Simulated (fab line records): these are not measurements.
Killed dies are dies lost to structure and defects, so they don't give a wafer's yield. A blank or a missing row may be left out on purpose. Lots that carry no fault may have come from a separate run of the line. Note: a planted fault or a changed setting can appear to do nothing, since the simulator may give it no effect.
fab line records / flow nandHarc
record lots=13 wafers=39 lastDay=33
route steps=1302 shown P_ZERO_WELL@17 P_STI@85
lots that met no fault: taken from a fault-free run of the same line
startH: hours from the record's opening day to when the first of the lot's shown wafers began / waitH: time in hours since the lot's previous step / " repeats the value in the row above / L1.1+2: one row covering several wafers at once / - no value, or no start given / * or withheld: withheld / < > ~ a bound
route shown NAME@n: NAME is a module with steps in the file, n the number in the route of the first one / usual: average and standard deviation across the fault-free wafers / same: alike in all rows / chamber/n: place in a boat / sites: each site's reading / _std_site: the standard deviation of these / _edge_site: inner sites' mean taken away from outer sites' mean / radiusMm: how far each site lies from the wafer's centre / mask NAME#n: copy n / behind: the tool/chamber that last shaped the wafer / hold: reason for holding the lot/hours on hold/outcome of the hold / device: the transistor (n, p or np) that didn't switch / end of line: tests of these same wafers at the route's end / step lacking rows: just its recipe / killed: count of dies lost to structure and defects at first sort (not the wafer's yield) / map: dies across one wafer; x = killed, . = not, _ = none there
set.NAME: the run value of the setting; set.NAME@STEP: its run value at that earlier step / model.NAME: the simulator's own value behind a step, which no gauge read
a sample of lots followed through the steps of the route, with each step as a table and each wafer as a row
services: a tool's chamber out of use, with start hour (startH, from the record's first day; less than 0 if before it), hours out, and reason
## steps
# step NHARC_P_ZERO_WELL_ETCH_65
# recipe targetDepthA=800 overetchA=240 timeS=87.88 ionEnergyEv=200 n2FlowSccm=150 h2FlowSccm=150 arFlowSccm=0 rfW=400 biasW=150 chemistry=N2/H2
# usual drypumpMotorCurrentA=5.6/0.34 oesProductAu=1.001/0.0075 rfVppV=431.4/2.6 showerheadPlenumPTorr=2.07/0.088 throttleValvePct=14.170/0.0092
lot.wafer=L880.4 tool=rieDiel-04 chamber=3 startH=21.64 waitH=0.2 drypumpMotorCurrentA=5.3 oesProductAu=0.988 rfHoursCounterH=2 rfVppV=433.5 showerheadPlenumPTorr=2.14 throttleValvePct=14.181
lot.wafer=L880.3 tool=rieDiel-04 chamber=0 startH=21.64 waitH=0.2 drypumpMotorCurrentA=5.8 oesProductAu=0.996 rfHoursCounterH=1 rfVppV=432.2 showerheadPlenumPTorr=2.08 throttleValvePct=14.173
lot.wafer=L880.6 tool=rieDiel-04 chamber=2 startH=21.64 waitH=0.2 drypumpMotorCurrentA=5.8 oesProductAu=0.988 rfHoursCounterH=- rfVppV=434.5 showerheadPlenumPTorr=2.22 throttleValvePct=14.175
lot.wafer=L881.4 tool=rieDiel-08 chamber=3 startH=31.77 waitH=0.2 drypumpMotorCurrentA=5.7 oesProductAu=1.004 rfHoursCounterH=3 rfVppV=430.7 showerheadPlenumPTorr=2.04 throttleValvePct=14.177
lot.wafer=L881.3 tool=rieDiel-08 chamber=2 startH=31.77 waitH=0.2 drypumpMotorCurrentA=5.5 oesProductAu=0.996 rfHoursCounterH=2 rfVppV=430.6 showerheadPlenumPTorr=1.99 throttleValvePct=14.160
lot.wafer=L881.5 tool=rieDiel-08 chamber=3 startH=31.77 waitH=0.2 drypumpMotorCurrentA=5.7 oesProductAu=0.989 rfHoursCounterH=- rfVppV=431.1 showerheadPlenumPTorr=2.04 throttleValvePct=14.160
lot.wafer=L882.4 tool=rieDiel-08 chamber=0 startH=41.49 waitH=0.1 drypumpMotorCurrentA=5.3 oesProductAu=1.005 rfHoursCounterH=10 rfVppV=434.3 showerheadPlenumPTorr=2.21 throttleValvePct=14.167
lot.wafer=L882.6 tool=rieDiel-08 chamber=2 startH=41.49 waitH=0.1 drypumpMotorCurrentA=5.4 oesProductAu=1.003 rfHoursCounterH=- rfVppV=428.2 showerheadPlenumPTorr=1.99 throttleValvePct=14.175
lot.wafer=L882.5 tool=rieDiel-08 chamber=3 startH=41.49 waitH=0.1 drypumpMotorCurrentA=5.7 oesProductAu=1.006 rfHoursCounterH=- rfVppV=429.8 showerheadPlenumPTorr=2.03 throttleValvePct=14.180
lot.wafer=L883.1 tool=rieDiel-07 chamber=0 startH=51.36 waitH=0.1 drypumpMotorCurrentA=5.8 oesProductAu=1.007 rfHoursCounterH=32 rfVppV=433.8 showerheadPlenumPTorr=2.17 throttleValvePct=14.175
lot.wafer=L883.4 tool=rieDiel-07 chamber=1 startH=51.36 waitH=0.1 drypumpMotorCurrentA=5.5 oesProductAu=0.999 rfHoursCounterH=33 rfVppV=431.7 showerheadPlenumPTorr=2.04 throttleValvePct=14.172
lot.wafer=L883.2 tool=rieDiel-07 chamber=2 startH=51.36 waitH=0.1 drypumpMotorCurrentA=5.6 oesProductAu=0.996 rfHoursCounterH=29 rfVppV=431.4 showerheadPlenumPTorr=2.07 throttleValvePct=14.160
lot.wafer=L886.1 tool=rieDiel-07 chamber=0 startH=81.49 waitH=0.1 drypumpMotorCurrentA=5.7 oesProductAu=1.011 rfHoursCounterH=39 rfVppV=433.2 showerheadPlenumPTorr=2.17 throttleValvePct=14.175
lot.wafer=L886.4 tool=rieDiel-07 chamber=2 startH=81.49 waitH=0.1 drypumpMotorCurrentA=5.6 oesProductAu=1.015 rfHoursCounterH=36 rfVppV=431.2 showerheadPlenumPTorr=2.06 throttleValvePct=14.164
lot.wafer=L886.5 tool=rieDiel-07 chamber=1 startH=81.49 waitH=0.1 drypumpMotorCurrentA=5.5 oesProductAu=1.007 rfHoursCounterH=- rfVppV=430.5 showerheadPlenumPTorr=2.04 throttleValvePct=14.162
lot.wafer=L888.1 tool=rieDiel-04 chamber=0 startH=101.42 waitH=0.1 drypumpMotorCurrentA=5.8 oesProductAu=0.990 rfHoursCounterH=28 rfVppV=431.3 showerheadPlenumPTorr=2.07 throttleValvePct=14.177
lot.wafer=L888.4 tool=rieDiel-04 chamber=1 startH=101.42 waitH=0.1 drypumpMotorCurrentA=4.8 oesProductAu=1.002 rfHoursCounterH=- rfVppV=428.5 showerheadPlenumPTorr=1.97 throttleValvePct=14.175
lot.wafer=L888.6 tool=rieDiel-04 chamber=0 startH=101.42 waitH=0.1 drypumpMotorCurrentA=5.8 oesProductAu=0.999 rfHoursCounterH=- rfVppV=430.7 showerheadPlenumPTorr=2.07 throttleValvePct=14.179
lot.wafer=L890.1 tool=rieDiel-04 chamber=0 startH=121.50 waitH=0.1 drypumpMotorCurrentA=5.8 oesProductAu=1.003 rfHoursCounterH=36 rfVppV=431.4 showerheadPlenumPTorr=2.07 throttleValvePct=14.159
lot.wafer=L890.6 tool=rieDiel-04 chamber=1 startH=121.50 waitH=0.1 drypumpMotorCurrentA=4.8 oesProductAu=1.006 rfHoursCounterH=- rfVppV=429.3 showerheadPlenumPTorr=1.97 throttleValvePct=14.172
lot.wafer=L890.5 tool=rieDiel-04 chamber=2 startH=121.50 waitH=0.1 drypumpMotorCurrentA=5.8 oesProductAu=1.004 rfHoursCounterH=- rfVppV=435.6 showerheadPlenumPTorr=2.21 throttleValvePct=14.185
lot.wafer=L894.2 tool=rieDiel-08 chamber=0 startH=161.80 waitH=0.1 drypumpMotorCurrentA=5.3 oesProductAu=1.007 rfHoursCounterH=51 rfVppV=434.5 showerheadPlenumPTorr=2.20 throttleValvePct=14.163
lot.wafer=L894.6 tool=rieDiel-08 chamber=0 startH=161.80 waitH=0.1 drypumpMotorCurrentA=5.3 oesProductAu=0.998 rfHoursCounterH=- rfVppV=435.9 showerheadPlenumPTorr=2.20 throttleValvePct=14.148
lot.wafer=L894.5 tool=rieDiel-08 chamber=1 startH=161.80 waitH=0.1 drypumpMotorCurrentA=6.0 oesProductAu=0.994 rfHoursCounterH=- rfVppV=427.0 showerheadPlenumPTorr=1.91 throttleValvePct=14.175
lot.wafer=L899.4 tool=rieDiel-08 chamber=0 startH=211.37 waitH=0.1 drypumpMotorCurrentA=5.3 oesProductAu=1.000 rfHoursCounterH=5 rfVppV=436.4 showerheadPlenumPTorr=2.19 throttleValvePct=14.182
lot.wafer=L899.6 tool=rieDiel-08 chamber=2 startH=211.37 waitH=0.1 drypumpMotorCurrentA=5.4 oesProductAu=0.994 rfHoursCounterH=- rfVppV=427.4 showerheadPlenumPTorr=1.97 throttleValvePct=14.162
lot.wafer=L899.5 tool=rieDiel-08 chamber=3 startH=211.37 waitH=0.1 drypumpMotorCurrentA=5.7 oesProductAu=0.983 rfHoursCounterH=- rfVppV=429.3 showerheadPlenumPTorr=2.01 throttleValvePct=14.168
lot.wafer=L900.3 tool=rieDiel-07 chamber=0 startH=221.55 waitH=0.1 drypumpMotorCurrentA=5.8 oesProductAu=1.003 rfHoursCounterH=31 rfVppV=434.0 showerheadPlenumPTorr=2.15 throttleValvePct=14.167
lot.wafer=L900.1 tool=rieDiel-07 chamber=1 startH=221.55 waitH=0.1 drypumpMotorCurrentA=5.5 oesProductAu=1.010 rfHoursCounterH=30 rfVppV=429.6 showerheadPlenumPTorr=2.02 throttleValvePct=14.164
lot.wafer=L900.4 tool=rieDiel-07 chamber=2 startH=221.55 waitH=0.1 drypumpMotorCurrentA=5.6 oesProductAu=0.996 rfHoursCounterH=30 rfVppV=431.1 showerheadPlenumPTorr=2.05 throttleValvePct=14.176
lot.wafer=L901.1 tool=rieDiel-04 chamber=3 startH=231.83 waitH=0.1 drypumpMotorCurrentA=5.3 oesProductAu=1.008 rfHoursCounterH=13 rfVppV=431.4 showerheadPlenumPTorr=2.12 throttleValvePct=14.165
lot.wafer=L901.2 tool=rieDiel-04 chamber=1 startH=231.83 waitH=0.1 drypumpMotorCurrentA=4.8 oesProductAu=1.010 rfHoursCounterH=14 rfVppV=428.6 showerheadPlenumPTorr=1.95 throttleValvePct=14.181
lot.wafer=L901.6 tool=rieDiel-04 chamber=3 startH=231.83 waitH=0.1 drypumpMotorCurrentA=5.3 oesProductAu=1.000 rfHoursCounterH=- rfVppV=432.2 showerheadPlenumPTorr=2.12 throttleValvePct=14.161
lot.wafer=L902.2 tool=rieDiel-07 chamber=0 startH=241.49 waitH=0.1 drypumpMotorCurrentA=5.8 oesProductAu=0.999 rfHoursCounterH=37 rfVppV=433.6 showerheadPlenumPTorr=2.15 throttleValvePct=14.184
lot.wafer=L902.5 tool=rieDiel-07 chamber=3 startH=241.49 waitH=0.1 drypumpMotorCurrentA=6.0 oesProductAu=0.995 rfHoursCounterH=- rfVppV=431.1 showerheadPlenumPTorr=2.10 throttleValvePct=14.167
lot.wafer=L902.6 tool=rieDiel-07 chamber=0 startH=241.49 waitH=0.1 drypumpMotorCurrentA=5.8 oesProductAu=1.016 rfHoursCounterH=- rfVppV=433.8 showerheadPlenumPTorr=2.15 throttleValvePct=14.169
lot.wafer=L903.2 tool=rieDiel-04 chamber=2 startH=251.47 waitH=0.1 drypumpMotorCurrentA=5.8 oesProductAu=1.008 rfHoursCounterH=17 rfVppV=436.3 showerheadPlenumPTorr=2.20 throttleValvePct=14.170
lot.wafer=L903.1 tool=rieDiel-04 chamber=3 startH=251.47 waitH=0.1 drypumpMotorCurrentA=5.2 oesProductAu=0.993 rfHoursCounterH=17 rfVppV=433.7 showerheadPlenumPTorr=2.12 throttleValvePct=14.170
lot.wafer=L903.5 tool=rieDiel-04 chamber=3 startH=251.47 waitH=0.1 drypumpMotorCurrentA=5.3 oesProductAu=1.006 rfHoursCounterH=- rfVppV=432.0 showerheadPlenumPTorr=2.12 throttleValvePct=14.179
# step NHARC_P_ZERO_WELL_EXPOSE_21
# recipe na=0.6 targetCdNm=720 doseMj=22.31 maskId=P_NWELL
lot.wafer=L880.3+4+6 tool=krfScanner-01 chamber=0 startH=22.58 waitH=- mask=P_NWELL#0
lot.wafer=L881.3+4+5 tool=krfScanner-03 chamber=0 startH=32.72 waitH=- mask=P_NWELL#0
lot.wafer=L882.4+5+6 tool=krfScanner-03 chamber=0 startH=42.31 waitH=- mask=P_NWELL#0
lot.wafer=L883.1+2+4 tool=krfScanner-01 chamber=0 startH=52.31 waitH=- mask=P_NWELL#0
lot.wafer=L886.1+4+5 tool=krfScanner-01 chamber=0 startH=82.31 waitH=- mask=P_NWELL#0
lot.wafer=L888.1+4+6 tool=krfScanner-01 chamber=0 startH=102.27 waitH=- mask=P_NWELL#0
lot.wafer=L890.1+5+6 tool=krfScanner-03 chamber=0 startH=122.43 waitH=- mask=P_NWELL_R1#0
lot.wafer=L894.2+5+6 tool=krfScanner-03 chamber=0 startH=162.74 waitH=- mask=P_NWELL#0
lot.wafer=L899.4+5+6 tool=krfScanner-03 chamber=0 startH=212.45 waitH=- mask=P_NWELL#0
lot.wafer=L900.1+3+4 tool=krfScanner-03 chamber=0 startH=222.37 waitH=- mask=P_NWELL#0
lot.wafer=L901.1+2+6 tool=krfScanner-01 chamber=0 startH=232.80 waitH=- mask=P_NWELL#0
lot.wafer=L902.2+5+6 tool=krfScanner-03 chamber=0 startH=242.44 waitH=- mask=P_NWELL#0
lot.wafer=L903.1+2+5 tool=krfScanner-03 chamber=0 startH=252.29 waitH=- mask=P_NWELL#0
# step NHARC_P_ZERO_WELL_CD_MEAS_24
# recipe targetCdNm=720 landingEnergyEv=500
# usual cdNm=720.0/1.3
lot.wafer=L880.3 tool=cdSem-02 chamber=0 startH=22.73 waitH=- cdNm=719.2
lot.wafer=L880.4 tool=cdSem-02 chamber=0 startH=22.73 waitH=- cdNm=722.4
lot.wafer=L880.6 tool=cdSem-02 chamber=0 startH=22.73 waitH=- cdNm=720.5
lot.wafer=L881.3 tool=cdSem-03 chamber=0 startH=32.87 waitH=- cdNm=718.6
lot.wafer=L881.4 tool=cdSem-03 chamber=0 startH=32.87 waitH=- cdNm=718.0
lot.wafer=L881.5 tool=cdSem-03 chamber=0 startH=32.87 waitH=- cdNm=719.9
lot.wafer=L882.4 tool=cdSem-02 chamber=0 startH=42.46 waitH=- cdNm=718.7
lot.wafer=L882.5 tool=cdSem-02 chamber=0 startH=42.46 waitH=- cdNm=720.9
lot.wafer=L882.6 tool=cdSem-02 chamber=0 startH=42.46 waitH=- cdNm=720.7
lot.wafer=L883.1 tool=cdSem-01 chamber=0 startH=52.46 waitH=- cdNm=720.0
lot.wafer=L883.2 tool=cdSem-01 chamber=0 startH=52.46 waitH=- cdNm=720.9
lot.wafer=L883.4 tool=cdSem-01 chamber=0 startH=52.46 waitH=- cdNm=720.3
lot.wafer=L886.1 tool=cdSem-01 chamber=0 startH=82.46 waitH=- cdNm=720.6
lot.wafer=L886.4 tool=cdSem-01 chamber=0 startH=82.46 waitH=- cdNm=720.8
lot.wafer=L886.5 tool=cdSem-01 chamber=0 startH=82.46 waitH=- cdNm=721.5
lot.wafer=L888.1 tool=cdSem-01 chamber=0 startH=102.43 waitH=- cdNm=718.6
lot.wafer=L888.4 tool=cdSem-01 chamber=0 startH=102.43 waitH=- cdNm=719.8
lot.wafer=L888.6 tool=cdSem-01 chamber=0 startH=102.43 waitH=- cdNm=719.4
lot.wafer=L890.1 tool=cdSem-02 chamber=0 startH=122.58 waitH=- cdNm=710.8
lot.wafer=L890.5 tool=cdSem-02 chamber=0 startH=122.58 waitH=- cdNm=710.8
lot.wafer=L890.6 tool=cdSem-02 chamber=0 startH=122.58 waitH=- cdNm=711.0
lot.wafer=L894.2 tool=cdSem-02 chamber=0 startH=162.90 waitH=- cdNm=718.4
lot.wafer=L894.5 tool=cdSem-02 chamber=0 startH=162.90 waitH=- cdNm=720.1
lot.wafer=L894.6 tool=cdSem-02 chamber=0 startH=162.90 waitH=- cdNm=719.6
lot.wafer=L899.4 tool=cdSem-01 chamber=0 startH=212.60 waitH=- cdNm=720.6
lot.wafer=L899.5 tool=cdSem-01 chamber=0 startH=212.60 waitH=- cdNm=719.8
lot.wafer=L899.6 tool=cdSem-01 chamber=0 startH=212.60 waitH=- cdNm=719.5
lot.wafer=L900.1 tool=cdSem-03 chamber=0 startH=222.53 waitH=- cdNm=719.6
lot.wafer=L900.3 tool=cdSem-03 chamber=0 startH=222.53 waitH=- cdNm=718.9
lot.wafer=L900.4 tool=cdSem-03 chamber=0 startH=222.53 waitH=- cdNm=719.9
lot.wafer=L901.1 tool=cdSem-01 chamber=0 startH=232.96 waitH=- cdNm=721.2
lot.wafer=L901.2 tool=cdSem-01 chamber=0 startH=232.96 waitH=- cdNm=718.7
lot.wafer=L901.6 tool=cdSem-01 chamber=0 startH=232.96 waitH=- cdNm=719.3
lot.wafer=L902.2 tool=cdSem-02 chamber=0 startH=242.60 waitH=- cdNm=717.2
lot.wafer=L902.5 tool=cdSem-02 chamber=0 startH=242.60 waitH=- cdNm=718.7
lot.wafer=L902.6 tool=cdSem-02 chamber=0 startH=242.60 waitH=- cdNm=719.6
lot.wafer=L903.1 tool=cdSem-01 chamber=0 startH=252.45 waitH=- cdNm=719.7
lot.wafer=L903.2 tool=cdSem-01 chamber=0 startH=252.45 waitH=- cdNm=720.9
lot.wafer=L903.5 tool=cdSem-01 chamber=0 startH=252.45 waitH=- cdNm=718.8
# step NHARC_P_STI_INSPECT_11
# usual rawDefectCount=5.5/2.8
lot.wafer=L880.3 tool=defectInspect-02 chamber=- startH=43.98 waitH=0.0 rawDefectCount=5
lot.wafer=L880.4 tool=defectInspect-02 chamber=- startH=43.98 waitH=0.0 rawDefectCount=7
lot.wafer=L880.6 tool=defectInspect-02 chamber=- startH=43.98 waitH=0.0 rawDefectCount=7
lot.wafer=L881.3 tool=defectInspect-01 chamber=- startH=55.37 waitH=0.0 rawDefectCount=4
lot.wafer=L881.4 tool=defectInspect-01 chamber=- startH=55.37 waitH=0.0 rawDefectCount=6
lot.wafer=L881.5 tool=defectInspect-01 chamber=- startH=55.37 waitH=0.0 rawDefectCount=5
lot.wafer=L882.4 tool=defectInspect-02 chamber=- startH=63.37 waitH=0.0 rawDefectCount=4
lot.wafer=L882.5 tool=defectInspect-02 chamber=- startH=63.37 waitH=0.0 rawDefectCount=5
lot.wafer=L882.6 tool=defectInspect-02 chamber=- startH=63.37 waitH=0.0 rawDefectCount=5
lot.wafer=L883.1 tool=defectInspect-01 chamber=- startH=76.27 waitH=0.0 rawDefectCount=5
lot.wafer=L883.2 tool=defectInspect-01 chamber=- startH=76.27 waitH=0.0 rawDefectCount=4
lot.wafer=L883.4 tool=defectInspect-01 chamber=- startH=76.27 waitH=0.0 rawDefectCount=4
lot.wafer=L886.1 tool=defectInspect-02 chamber=- startH=104.53 waitH=0.0 rawDefectCount=6
lot.wafer=L886.4 tool=defectInspect-02 chamber=- startH=104.53 waitH=0.0 rawDefectCount=6
lot.wafer=L886.5 tool=defectInspect-02 chamber=- startH=104.53 waitH=0.0 rawDefectCount=6
lot.wafer=L888.1 tool=defectInspect-02 chamber=- startH=122.21 waitH=0.0 rawDefectCount=7
lot.wafer=L888.4 tool=defectInspect-02 chamber=- startH=122.21 waitH=0.0 rawDefectCount=3
lot.wafer=L888.6 tool=defectInspect-02 chamber=- startH=122.21 waitH=0.0 rawDefectCount=4
lot.wafer=L890.1 tool=defectInspect-02 chamber=- startH=144.04 waitH=0.0 rawDefectCount=10
lot.wafer=L890.5 tool=defectInspect-02 chamber=- startH=144.04 waitH=0.0 rawDefectCount=7
lot.wafer=L890.6 tool=defectInspect-02 chamber=- startH=144.04 waitH=0.0 rawDefectCount=2
lot.wafer=L894.2 tool=defectInspect-01 chamber=- startH=182.56 waitH=0.0 rawDefectCount=3
lot.wafer=L894.5 tool=defectInspect-01 chamber=- startH=182.56 waitH=0.0 rawDefectCount=2
lot.wafer=L894.6 tool=defectInspect-01 chamber=- startH=182.56 waitH=0.0 rawDefectCount=3
lot.wafer=L899.4 tool=defectInspect-02 chamber=- startH=238.94 waitH=0.0 rawDefectCount=2
lot.wafer=L899.5 tool=defectInspect-02 chamber=- startH=238.94 waitH=0.0 rawDefectCount=7
lot.wafer=L899.6 tool=defectInspect-02 chamber=- startH=238.94 waitH=0.0 rawDefectCount=2
lot.wafer=L900.1 tool=defectInspect-02 chamber=- startH=243.15 waitH=0.0 rawDefectCount=3
lot.wafer=L900.3 tool=defectInspect-02 chamber=- startH=243.15 waitH=0.0 rawDefectCount=5
lot.wafer=L900.4 tool=defectInspect-02 chamber=- startH=243.15 waitH=0.0 rawDefectCount=4
lot.wafer=L901.1 tool=defectInspect-02 chamber=- startH=253.07 waitH=0.0 rawDefectCount=12
lot.wafer=L901.2 tool=defectInspect-02 chamber=- startH=253.07 waitH=0.0 rawDefectCount=10
lot.wafer=L901.6 tool=defectInspect-02 chamber=- startH=253.07 waitH=0.0 rawDefectCount=8
lot.wafer=L902.2 tool=defectInspect-02 chamber=- startH=262.20 waitH=0.0 rawDefectCount=0
lot.wafer=L902.5 tool=defectInspect-02 chamber=- startH=262.20 waitH=0.0 rawDefectCount=7
lot.wafer=L902.6 tool=defectInspect-02 chamber=- startH=262.20 waitH=0.0 rawDefectCount=2
lot.wafer=L903.1 tool=defectInspect-01 chamber=- startH=272.67 waitH=0.0 rawDefectCount=5
lot.wafer=L903.2 tool=defectInspect-01 chamber=- startH=272.67 waitH=0.0 rawDefectCount=3
lot.wafer=L903.5 tool=defectInspect-01 chamber=- startH=272.67 waitH=0.0 rawDefectCount=4
# step NHARC_P_STI_INSPECT_25
# usual rawDefectCount=215/75
lot.wafer=L880.3 tool=defectInspect-02 chamber=- startH=71.17 waitH=0.4 rawDefectCount=179
lot.wafer=L880.4 tool=defectInspect-02 chamber=- startH=71.17 waitH=0.4 rawDefectCount=233
lot.wafer=L880.6 tool=defectInspect-02 chamber=- startH=71.17 waitH=0.4 rawDefectCount=253
lot.wafer=L881.3 tool=defectInspect-02 chamber=- startH=83.87 waitH=0.4 rawDefectCount=208
lot.wafer=L881.4 tool=defectInspect-02 chamber=- startH=83.87 waitH=0.4 rawDefectCount=230
lot.wafer=L881.5 tool=defectInspect-02 chamber=- startH=83.87 waitH=0.4 rawDefectCount=167
lot.wafer=L882.4 tool=defectInspect-02 chamber=- startH=91.95 waitH=0.4 rawDefectCount=222
lot.wafer=L882.5 tool=defectInspect-02 chamber=- startH=91.95 waitH=0.4 rawDefectCount=225
lot.wafer=L882.6 tool=defectInspect-02 chamber=- startH=91.95 waitH=0.4 rawDefectCount=189
lot.wafer=L883.1 tool=defectInspect-02 chamber=- startH=104.34 waitH=0.4 rawDefectCount=216
lot.wafer=L883.2 tool=defectInspect-02 chamber=- startH=104.34 waitH=0.4 rawDefectCount=158
lot.wafer=L883.4 tool=defectInspect-02 chamber=- startH=104.34 waitH=0.4 rawDefectCount=287
lot.wafer=L886.1 tool=defectInspect-02 chamber=- startH=130.15 waitH=0.4 rawDefectCount=139
lot.wafer=L886.4 tool=defectInspect-02 chamber=- startH=130.15 waitH=0.4 rawDefectCount=176
lot.wafer=L886.5 tool=defectInspect-02 chamber=- startH=130.15 waitH=0.4 rawDefectCount=116
lot.wafer=L888.1 tool=defectInspect-01 chamber=- startH=152.70 waitH=0.4 rawDefectCount=148
lot.wafer=L888.4 tool=defectInspect-01 chamber=- startH=152.70 waitH=0.4 rawDefectCount=337
lot.wafer=L888.6 tool=defectInspect-01 chamber=- startH=152.70 waitH=0.4 rawDefectCount=218
lot.wafer=L890.1 tool=defectInspect-02 chamber=- startH=168.32 waitH=0.4 rawDefectCount=285
lot.wafer=L890.5 tool=defectInspect-02 chamber=- startH=168.32 waitH=0.4 rawDefectCount=166
lot.wafer=L890.6 tool=defectInspect-02 chamber=- startH=168.32 waitH=0.4 rawDefectCount=285
lot.wafer=L894.2 tool=defectInspect-01 chamber=- startH=220.39 waitH=0.4 rawDefectCount=198
lot.wafer=L894.5 tool=defectInspect-01 chamber=- startH=220.39 waitH=0.4 rawDefectCount=186
lot.wafer=L894.6 tool=defectInspect-01 chamber=- startH=220.39 waitH=0.4 rawDefectCount=180
lot.wafer=L900.1 tool=defectInspect-01 chamber=- startH=269.09 waitH=0.4 rawDefectCount=183
lot.wafer=L900.3 tool=defectInspect-01 chamber=- startH=269.09 waitH=0.4 rawDefectCount=125
lot.wafer=L900.4 tool=defectInspect-01 chamber=- startH=269.09 waitH=0.4 rawDefectCount=134
lot.wafer=L899.4 tool=defectInspect-02 chamber=- startH=269.10 waitH=0.4 rawDefectCount=269
lot.wafer=L899.5 tool=defectInspect-02 chamber=- startH=269.10 waitH=0.4 rawDefectCount=293
lot.wafer=L899.6 tool=defectInspect-02 chamber=- startH=269.10 waitH=0.4 rawDefectCount=265
lot.wafer=L901.1 tool=defectInspect-02 chamber=- startH=285.22 waitH=0.4 rawDefectCount=228
lot.wafer=L901.2 tool=defectInspect-02 chamber=- startH=285.22 waitH=0.4 rawDefectCount=210
lot.wafer=L901.6 tool=defectInspect-02 chamber=- startH=285.22 waitH=0.4 rawDefectCount=199
lot.wafer=L902.2 tool=defectInspect-02 chamber=- startH=292.61 waitH=0.4 rawDefectCount=218
lot.wafer=L902.5 tool=defectInspect-02 chamber=- startH=292.61 waitH=0.4 rawDefectCount=392
lot.wafer=L902.6 tool=defectInspect-02 chamber=- startH=292.61 waitH=0.4 rawDefectCount=198
lot.wafer=L903.1 tool=defectInspect-02 chamber=- startH=300.40 waitH=0.4 rawDefectCount=343
lot.wafer=L903.2 tool=defectInspect-02 chamber=- startH=300.40 waitH=0.4 rawDefectCount=445
lot.wafer=L903.5 tool=defectInspect-02 chamber=- startH=300.40 waitH=0.4 rawDefectCount=258
## services
tool=rieDiel-04 chamber=- startH=1.07 hours=9.0 kind=pm
tool=rieDiel-08 chamber=- startH=1.44 hours=0.7 kind=repair
tool=rieDiel-08 chamber=0 startH=12.17 hours=2.8 kind=repair
tool=rieDiel-08 chamber=- startH=13.88 hours=9.0 kind=pm
tool=krfScanner-01 chamber=- startH=19.59 hours=1.0 kind=repair
tool=rieDiel-08 chamber=1 startH=24.19 hours=3.4 kind=repair
tool=krfScanner-03 chamber=- startH=52.03 hours=4.0 kind=pm
tool=rieDiel-07 chamber=0 startH=57.62 hours=7.4 kind=repair
tool=krfScanner-03 chamber=- startH=75.25 hours=1.2 kind=repair
tool=rieDiel-08 chamber=0 startH=83.03 hours=2.4 kind=repair
tool=rieDiel-04 chamber=2 startH=92.89 hours=18.3 kind=repair
tool=rieDiel-04 chamber=1 startH=93.89 hours=7.1 kind=repair
tool=rieDiel-04 chamber=3 startH=95.78 hours=7.0 kind=repair
tool=krfScanner-03 chamber=- startH=96.23 hours=0.5 kind=repair
tool=rieDiel-04 chamber=1 startH=106.34 hours=1.8 kind=repair
tool=krfScanner-01 chamber=- startH=133.29 hours=9.4 kind=repair
tool=krfScanner-01 chamber=- startH=144.55 hours=4.0 kind=pm
tool=rieDiel-04 chamber=0 startH=155.86 hours=3.0 kind=repair
tool=krfScanner-03 chamber=- startH=159.09 hours=0.3 kind=repair
tool=rieDiel-04 chamber=- startH=172.76 hours=2.1 kind=repair
tool=krfScanner-01 chamber=- startH=176.73 hours=4.5 kind=repair
tool=rieDiel-04 chamber=- startH=179.20 hours=9.0 kind=pm
tool=krfScanner-01 chamber=- startH=212.04 hours=1.8 kind=repair
tool=krfScanner-03 chamber=- startH=224.03 hours=4.0 kind=pm
## key
firstSign step=NHARC_P_ZERO_WELL_EXPOSE_21 reading=mask direction=changed
effect step=NHARC_P_ZERO_WELL_CD_MEAS_24 reading=cdNm direction=down sigmas=7.2 usual=720.0 struck=710.9
metAt NHARC_P_ZERO_WELL_EXPOSE_21
struckLots L890
testerLeftOut L890
notActingAt NHARC_P_ZERO_WELL_ETCH_65,NHARC_P_STI_INSPECT_11,NHARC_P_STI_INSPECT_25
onsetBetween 42.31 122.43
fault kind=wrongMask tool=any chamber=- onsetH=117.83 steps=NHARC_P_ZERO_WELL_EXPOSE_21 auxCopy=P_NWELL_R1#0 cdOffsetNm=-9.1714 scope=struckLotsOnly
# testerLeftOut: of these lots the tester's yield and bins aren't shown, on N5 and GAA mostly nor the transistor test; their killed dies are dies lost to structure and defects alone, not to doping, threshold or leakage, so they don't give the yield
